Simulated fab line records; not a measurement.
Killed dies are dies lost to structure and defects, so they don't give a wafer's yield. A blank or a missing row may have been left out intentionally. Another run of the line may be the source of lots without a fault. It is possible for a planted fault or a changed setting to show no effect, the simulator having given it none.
fab line records | flow n5-finfet
record lots=3 wafers=9 last-day=16
route steps=1938 shown BEOL_M4@1099 BEOL_M5@1112 BEOL_M12@1651 PASSIVATION@1936
lots untouched by any fault: they come from a run of this same line in which no faults occurred
start-h: the number of hours between the record's first day and the start of the first shown wafer of the lot | wait-h: how many hours have passed since the lot's step before this one | " repeats the value in the row above | L1.1+2: one row covering several wafers at once | - no value, or no start given | * or withheld: withheld | < > ~ a bound
route shown NAME@n: a module of which the file shows steps, and the number in the route of the first | usual: mean/standard deviation of fault-free wafers | same: alike in all rows | chamber/n: place in a boat | sites: the reading at each site | _std_site: the standard deviation of these | _edge_site: outer sites' mean less inner sites' | radius-mm: for every site, how far away it sits from the centre of the wafer | mask NAME#n: copy n | behind: the most recent tool/chamber to have shaped the wafer | hold: why the lot went on hold/how many hours it stayed there/how the hold came to an end | device: transistor that didn't switch, given as n, p or np | end of line: at the end of the route, the tests of the same wafers | where a step has no rows: the recipe by itself | killed: count of dies lost to structure and defects at first sort (not the wafer's yield) | map: per-die view of a wafer (x killed, . not killed, _ where there is no die)
set.NAME: the run value of the setting; set.NAME@STEP: its run value at that earlier step | model.NAME: the simulator's own value behind a step, which no gauge read
lots at selected steps of the route; one table per step, one row per wafer
## steps
# step N5_BEOL_M4_ANNEAL_95
# recipe temp-c=400 time-s=240 ambient=vacuum
# step N5_BEOL_M4_SPUTTER_96
# recipe material=Cu target-thk-a=45 temp-c=-20 chamber-pressure-pa=0.07 power-w=withheld time-s=8.29
# step N5_BEOL_M4_ECD_50
# recipe material=Cu target-thk-a=3000
# step N5_BEOL_M4_ANNEAL_51
# recipe temp-c=225 time-s=90 ambient=N2
# step N5_BEOL_M4_CMP_52
# recipe stop-on=SiOC t-overpolish-s=6.8 down-force-psi=1 platen-rpm=50 clearing-platen-down-force-psi=1.5 clearing-platen-rpm=50 post-cmp-clean=cu-alkaline target-thk-nm=40 clearing-platen-pad-velocity-m-s=0.99484 pad-velocity-m-s=0.99484
# step N5_BEOL_M4_PRE_CLEAN_60
# recipe gas=NH3/H2 time-s=15 temp-c=* rf-power-w=300
# step N5_BEOL_M4_CO_CAP_55
# recipe material=Co target-thk-a=20 temp-c=200 precursor=CCTBA/H2 pressure-torr=30 time-s=102.1
# step N5_BEOL_M4_PRE_CLEAN_56
# recipe gas=NH3 time-s=15 temp-c=withheld rf-power-w=300
# step N5_BEOL_M4_DEP_57
# recipe material=SiCN target-thk-a=80 temp-c=withheld precursor=3MS/NH3 pressure-torr=3 rf-w=202 time-s=14
# step N5_BEOL_M4_RC_MEAS_101
# usual DIBL_N=36.3/1.2 DIBL_P=36.3/1.4 IOFF_N=0.157/0.02 IOFF_P=0.22/0.033 ION_N=675/9.6 ION_P=465/8.2 SS_N=71.4/0.45 SS_P=73.3/0.54 VT_N=249.8/2.5 VT_P=-249/3.2
# columns lot.wafer tool chamber start-h wait-h DIBL_N[mV/V] DIBL_P[mV/V] IOFF_N[nA/um] IOFF_P[nA/um] ION_N[uA/um] ION_P[uA/um] SS_N[mV/dec] SS_P[mV/dec] VT_N[mV] VT_P[mV]
L452.1 prober-02 0 203.05 0.0 37.3 38.1 0.180 0.25 680 473 72.2 73.1 251.2 -247
L452.2 " 0 " " 34.9 35.0 0.127 0.19 668 464 70.9 73.0 252.0 -249
L452.4 " 0 " " 37.5 38.4 0.191 0.26 690 476 72.1 74.0 246.9 -246
L461.2 prober-02 0 251.37 0.2 38.1 36.5 0.183 0.24 686 469 71.5 73.5 248.7 -246
L461.3 " 0 " " 35.5 33.5 0.134 0.19 676 458 70.9 72.8 252.8 -252
L461.6 " 0 " " 35.0 33.1 0.132 0.19 673 465 70.6 72.4 249.1 -251
L465.4 prober-02 0 277.36 0.5 36.2 35.8 0.149 0.20 669 457 71.3 73.6 248.4 -252
L465.5 " 0 " " 36.7 36.7 0.155 0.22 672 464 72.1 73.6 248.1 -250
L465.6 " 0 " " 36.6 36.1 0.151 0.20 673 455 71.9 74.2 249.9 -253
# step N5_BEOL_M5_ILD_DEP_00
# recipe material=SiCOH_lowk target-thk-a=1406.4 temp-c=300 precursor=DEMS/porogen pressure-torr=5 rf-w=500 time-s=25.9
# step N5_BEOL_M5_CURE_79
# recipe temp-c=385 time-s=240 ambient=He/Ar material=SiCOH_lowk
# step N5_BEOL_M5_PECVD_70
# recipe material=SiO2 target-thk-a=160 temp-c=400 precursor=TEOS/O2 pressure-torr=5.5 rf-w=450 teos-flow-sccm=53.8 gas=O2 flow-sccm=3000 time-s=18
# step N5_BEOL_M5_HM_DEP_02
# recipe material=TiN target-thk-a=200 temp-c=25 chamber-pressure-pa=0.49996
# step N5_BEOL_M5_COAT_59
# recipe resist=SOC temp-c=250 time-s=60 spin-rpm=1500 resist-thk-nm=60
# step N5_BEOL_M5_COAT_60
# recipe resist=SiARC temp-c=220 time-s=60 spin-rpm=1500 resist-thk-nm=12
# step N5_BEOL_M5_COAT_71
# recipe resist=underlayer temp-c=205 time-s=60 spin-rpm=1500 resist-thk-nm=5
# step N5_BEOL_M5_COAT_05
# recipe resist=CAR-EUV spin-rpm=1500 resist-thk-nm=30
# step N5_BEOL_M5_EBR_07
# recipe solvent=PGMEA ebr-width-mm=1.5
# step N5_BEOL_M5_SOFTBAKE_06
# recipe temp-c=110 time-s=60 resist=CAR-EUV
# step N5_BEOL_M5_EXPOSE_08
# recipe mask-id=M5 na=0.33 source-shape=annular sigma-inner=0.4 sigma-outer=0.8 polarization=unpolarized target-cd-nm=28 dose-mj=35.75
# step N5_BEOL_M5_PEB_09
# recipe peb-temp-c=100 peb-time-s=60 resist=CAR-EUV
# step N5_BEOL_M5_DEVELOP_10
# recipe develop-time-s=30 developer=TMAH resist=CAR-EUV rinse-liquid=surfactant-rinse dry=air-spin dev-temp-c=23
# step N5_BEOL_M5_DESCUM_16
# recipe chemistry=O2 time-s=7 source-power-w=50 bias-power-w=20 pressure-mtorr=20 rf-frequency-hz=2.712e+07 temp-c=40 resist=CAR-EUV o2-flow-sccm=225
# step N5_BEOL_M5_ETCH_72
# recipe chemistry=N2/H2 target=underlayer target-depth-a=65 mask-material=CAR-EUV time-s=5.2 ion-energy-ev=200 pressure-mtorr=30 source-w=840 bias-w=150 n2-flow-sccm=200 h2-flow-sccm=200 ends=cleared
# step N5_BEOL_M5_ETCH_61
# recipe chemistry=CF4 target=SiARC target-depth-a=156 mask-material=CAR-EUV time-s=26 ion-energy-ev=80 pressure-mtorr=40 source-w=545 bias-w=36 Ar_flow_sccm=100 cf4-flow-sccm=100 ends=cleared
# step N5_BEOL_M5_ETCH_62
# recipe chemistry=N2/H2 target=SOC target-depth-a=750 overetch-a=150 mask-material=SiARC temp-c=40 time-s=112.5 ion-energy-ev=200 pressure-mtorr=30 source-w=840 bias-w=150 n2-flow-sccm=200 h2-flow-sccm=200
# step N5_BEOL_M5_STRIP_63
# recipe chemistry=N2/H2 temp-c=40 n2-flow-sccm=200 h2-flow-sccm=200 rf-frequency-hz=6e+07
# step N5_BEOL_M5_STRIP_73
# recipe chemistry=N2/H2 temp-c=40 n2-flow-sccm=200 h2-flow-sccm=200 rf-frequency-hz=6e+07
# step N5_BEOL_M5_STRIP_64
# recipe chemistry=CF4 resist=SiARC power-w=300 bias-power-w=75 pressure-mtorr=50 cf4-flow-sccm=150 rf-frequency-hz=6e+07
# step N5_BEOL_M5_HM_OPEN_17
# recipe chemistry=Cl2/BCl3 target-depth-a=200 overetch-a=60 target=TiN mask-material=SOC ion-energy-ev=150 pressure-mtorr=10 icp-w=1000 bias-w=126 Cl2_flow_sccm=53.25 bcl3-flow-sccm=21.75 Ar_flow_sccm=25
# step N5_BEOL_M5_STRIP_19
# recipe chemistry=O2 power-w=400 temp-c=40 pressure-mtorr=30 rf-frequency-hz=6e+07 bias-power-w=0 overash-fraction=0.2 o2-flow-sccm=225
# step N5_BEOL_M5_COAT_65
# recipe resist=SOC temp-c=250 time-s=60 spin-rpm=1500 resist-thk-nm=60
# step N5_BEOL_M5_COAT_66
# recipe resist=SiARC temp-c=220 time-s=60 spin-rpm=1500 resist-thk-nm=12
# step N5_BEOL_M12_ECD_47
# recipe material=Cu target-thk-a=7200
# columns lot.wafer tool chamber start-h wait-h
L452.1+2+4 ecd-cu-02 0,1,0 276.69 0.1
L461.2+3+6 ecd-cu-02 1,0,0 321.11 0.1
L465.4+5+6 ecd-cu-02 1,0,1 340.48 0.1
# step N5_PASSIVATION_PROBE_49
# usual defect-limited-yield=91.1/1.4 killed_at_M0_to_M3=33/10 killed_at_M4_up=15/5.8 killed-at-contacts=13/5.9 killed-at-front-end=39/11 killed-at-other=4/3.6 killed-dies=105/16 killed-on-rim=13/3.7 killed-open=68/11 killed-short=34/7.8 sort_bin_5_function=5.2/0.88 sort_bin_6_memory=3.3/0.61 sort-n-pass=1075/16 sort-yield-pct=91.1/1.4
# same gross-dies=1180 killed-at-back-side=0 sort_bin_4_leakage[%]=0 sort_bin_8_speed[%]=0
# columns lot.wafer tool chamber start-h wait-h defect-limited-yield[%] killed_at_M0_to_M3 killed_at_M4_up killed-at-contacts killed-at-front-end killed-at-other killed-dies killed-on-rim killed-open killed-short sort_bin_5_function[%] sort_bin_6_memory[%] sort-n-pass sort-yield-pct[%]
L461.2 prober-02 - 353.85 0.1 0 45 1074 8 39 14 1180 152 78 44 95.5 4.2 0 0
L461.3 prober-02 - 353.90 0.1 0 30 1100 10 38 2 1180 152 70 27 96.2 3.3 0 0
L461.6 prober-02 - 354.05 0.3 0 35 1092 15 33 5 1180 152 66 37 96.9 2.9 0 0
# killed by level:class
L461.2 BEOL_M12:area-ecd=1056 BEOL_M2:geometric-particle:open=16 DUMMY_GATE:geometric-particle:open=8 BEOL_M4:geometric-particle:open=8 BEOL_M2:geometric-particle:short=7 FIN_SAQP:geometric-particle:open=6 FIN_SAQP:geometric-particle:short=6 MOL_CONTACT_COAG:geometric-particle:open=6
L461.3 BEOL_M12:area-ecd=1082 BEOL_M4:geometric-particle:open=10 STI_FIN_REVEAL:geometric-particle:open=9 MOL_CONTACT_COAG:geometric-particle:open=9 BEOL_M2:geometric-particle:open=9 BEOL_M1:geometric-particle:open=7 FIN_SAQP:geometric-particle:short=5 DUMMY_GATE:geometric-particle:open=4
L461.6 BEOL_M12:area-ecd=1075 MOL_CONTACT_COAG:geometric-particle:open=11 BEOL_M4:geometric-particle:open=10 FIN_SAQP:geometric-particle:short=8 GATE_CUT:geometric-particle:short=6 BEOL_M1:geometric-particle:open=6 BEOL_M2:geometric-particle:open=6 BEOL_M3:geometric-particle:open=5
# map L461.2 (x killed, . not)
_________________xxxxxxxxxxxx________________
______________xxxxxxxxxxxxxxxxxx_____________
___________xxxxxxxxxxxxxxxxxxxxxxxx__________
__________xxxxxxxxxxxxxxxxxxxxxxxxxx_________
________xxxxxxxxxxxxxxxxxxxxxxxxxxxxxx_______
_______xxxxxxxxxxxxxxxxxxxxxxxxxxxxxxxx______
______xxxxxxxxxxxxxxxxxxxxxxxxxxxxxxxxxx_____
_____xxxxxxxxxxxxxxxxxxxxxxxxxxxxxxxxxxxx____
____xxxxxxxxxxxxxxxxxxxxxxxxxxxxxxxxxxxxxx___
___xxxxxxxxxxxxxxxxxxxxxxxxxxxxxxxxxxxxxxxx__
___xxxxxxxxxxxxxxxxxxxxxxxxxxxxxxxxxxxxxxxx__
__xxxxxxxxxxxxxxxxxxxxxxxxxxxxxxxxxxxxxxxxxx_
__xxxxxxxxxxxxxxxxxxxxxxxxxxxxxxxxxxxxxxxxxx_
_xxxxxxxxxxxxxxxxxxxxxxxxxxxxxxxxxxxxxxxxxxxx
_xxxxxxxxxxxxxxxxxxxxxxxxxxxxxxxxxxxxxxxxxxxx
_xxxxxxxxxxxxxxxxxxxxxxxxxxxxxxxxxxxxxxxxxxxx
_xxxxxxxxxxxxxxxxxxxxxxxxxxxxxxxxxxxxxxxxxxxx
_xxxxxxxxxxxxxxxxxxxxxxxxxxxxxxxxxxxxxxxxxxxx
_xxxxxxxxxxxxxxxxxxxxxxxxxxxxxxxxxxxxxxxxxxxx
_xxxxxxxxxxxxxxxxxxxxxxxxxxxxxxxxxxxxxxxxxxxx
_xxxxxxxxxxxxxxxxxxxxxxxxxxxxxxxxxxxxxxxxxxxx
__xxxxxxxxxxxxxxxxxxxxxxxxxxxxxxxxxxxxxxxxxx_
__xxxxxxxxxxxxxxxxxxxxxxxxxxxxxxxxxxxxxxxxxx_
___xxxxxxxxxxxxxxxxxxxxxxxxxxxxxxxxxxxxxxxx__
___xxxxxxxxxxxxxxxxxxxxxxxxxxxxxxxxxxxxxxxx__
____xxxxxxxxxxxxxxxxxxxxxxxxxxxxxxxxxxxxxx___
_____xxxxxxxxxxxxxxxxxxxxxxxxxxxxxxxxxxxx____
______xxxxxxxxxxxxxxxxxxxxxxxxxxxxxxxxxx_____
_______xxxxxxxxxxxxxxxxxxxxxxxxxxxxxxxx______
________xxxxxxxxxxxxxxxxxxxxxxxxxxxxxx_______
__________xxxxxxxxxxxxxxxxxxxxxxxxxx_________
___________xxxxxxxxxxxxxxxxxxxxxxxx__________
______________xxxxxxxxxxxxxxxxxx_____________
_________________xxxxxxxxxxxx________________
# map L452.2 (x killed, . not)
_________________..x........x________________
______________.................._____________
___________......x....x............__________
__________...........x..........x..._________
________.....................xx......._______
_______....x......x.............x......______
______...........x......x....x..x......._____
_____................x...................____
____x....x................................___
___x.......................................__
___...............x....x...x...............__
__..................x.x..x...........x......_
__x............x....x..................x...._
_.....xx.......x..x..x........x..............
_............................................
_............................................
_....xx.............x.......x......x.........
_.............................x........x.....
_.................................x.....x....
_..................x...x................x....
_x.........................x..........x......
__........x...x............................._
__................xx..............x........._
___........x..............x................__
___.......................x...............x__
____.....x.xx.......................x.x...___
_____x.................x............x....____
______.....x....x..........x..xx........_____
_______........................x.......______
________x...............x...........x._______
__________x...............x....x..x._________
___________.....x.............x...x__________
______________...x...........x.._____________
_________________............________________
## key
first-sign step=N5_PASSIVATION_PROBE_49 reading=killed_at_M4_up direction=up sigmas=99+ usual=15 struck=1089
effect step=N5_PASSIVATION_PROBE_49 reading=sort_bin_5_function direction=up sigmas=99+ usual=5.2 struck=96.2
more-kills-born-at N5_BEOL_M12_ECD_47@ecd-cu-02=3213
met-at N5_BEOL_M12_ECD_47
struck-wafers L461.2,L461.3,L461.6
later-rows-left-out L461.2,L461.3,L461.6
onset-between 276.69 321.11
fault kind=skipped-step-whole tool=ecd-cu-02 chamber=- onset-h=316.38 steps=N5_BEOL_M12_ECD_47 scope=struck-lots-only
# later-rows-left-out: the simulator's readings of these wafers behind a module that went badly wrong aren't trusted and aren't shown, but for the sort
